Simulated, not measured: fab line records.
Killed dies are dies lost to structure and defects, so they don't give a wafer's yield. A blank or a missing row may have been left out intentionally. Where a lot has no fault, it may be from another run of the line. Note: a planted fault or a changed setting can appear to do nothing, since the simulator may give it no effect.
Matching of chambers | flow nandHarc | 4 sister chambers for NHARC_P_BONDPAD_CMP_19 on cmp-03
The step polishes, t overpolish 30 s, cu recess touch 16 s, target thk 160.81 nm. 8 wafers are shown with their chamber, then 9 later ones without.

WAFERS, EACH WITH ITS CHAMBER
wafer  | chamber | motorCurrentA (A) | overpolishRunS (s)
L076.6 | 3       | 11.2              | 30.009
L080.3 | 1       | 12.5              | 29.992
L080.5 | 1       | 13.5              | 30.004
L082.4 | 2       | 10.8              | 30.009
L082.6 | 2       | 10.7              | 30.001
L085.1 | 3       | 10.8              | 30.010
L085.3 | 0       | 13.1              | 29.996
L085.6 | 0       | 14.3              | 30.004

WAFERS WHOSE CHAMBER IS MISSING
wafer  | motorCurrentA (A) | overpolishRunS (s)
L090.1 | 10.1              | 30.009
L090.2 | 10.8              | 30.002
L090.5 | 13.9              | 30.008
L093.1 | 11.1              | 30.003
L093.3 | 11.2              | 29.998
L093.5 | 10.1              | 30.002
L096.1 | 14.0              | 29.994
L096.2 | 13.6              | 29.992
L096.4 | 10.8              | 30.005

WHICH CHAMBER EACH ONE RAN IN
wafer  | from the rows above          | in truth
L090.1 | can't be placed: 2 or 3      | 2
L090.2 | can't be placed: 2 or 3      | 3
L090.5 | can't be placed: 0 or 1      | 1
L093.1 | can't be placed: 2 or 3      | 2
L093.3 | can't be placed: 2 or 3 or 1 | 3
L093.5 | can't be placed: 2 or 3      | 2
L096.1 | can't be placed: 0 or 1      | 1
L096.2 | can't be placed: 0 or 1      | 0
L096.4 | can't be placed: 2 or 3      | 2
Placed correctly: 0 of 9. From these rows, 9 cannot be placed; in 9 the true chamber is one of the candidates. Placed wrongly: 0.
How it was worked out, from the rows above alone: a wafer's distance from a chamber is the root of the sum, over the readings, of the square of ((its reading less the chamber's mean) divided by the reading's scatter). If the next closest chamber is less than 2 further off than the closest, the wafer can't be placed; otherwise it belongs to the closest. For every chamber, the mean is computed from those of its wafers that are shown. The scatter: take each reading less its chamber's mean, square it, sum over the shown wafers, divide by the number of wafers less the number of chambers, and take the root.
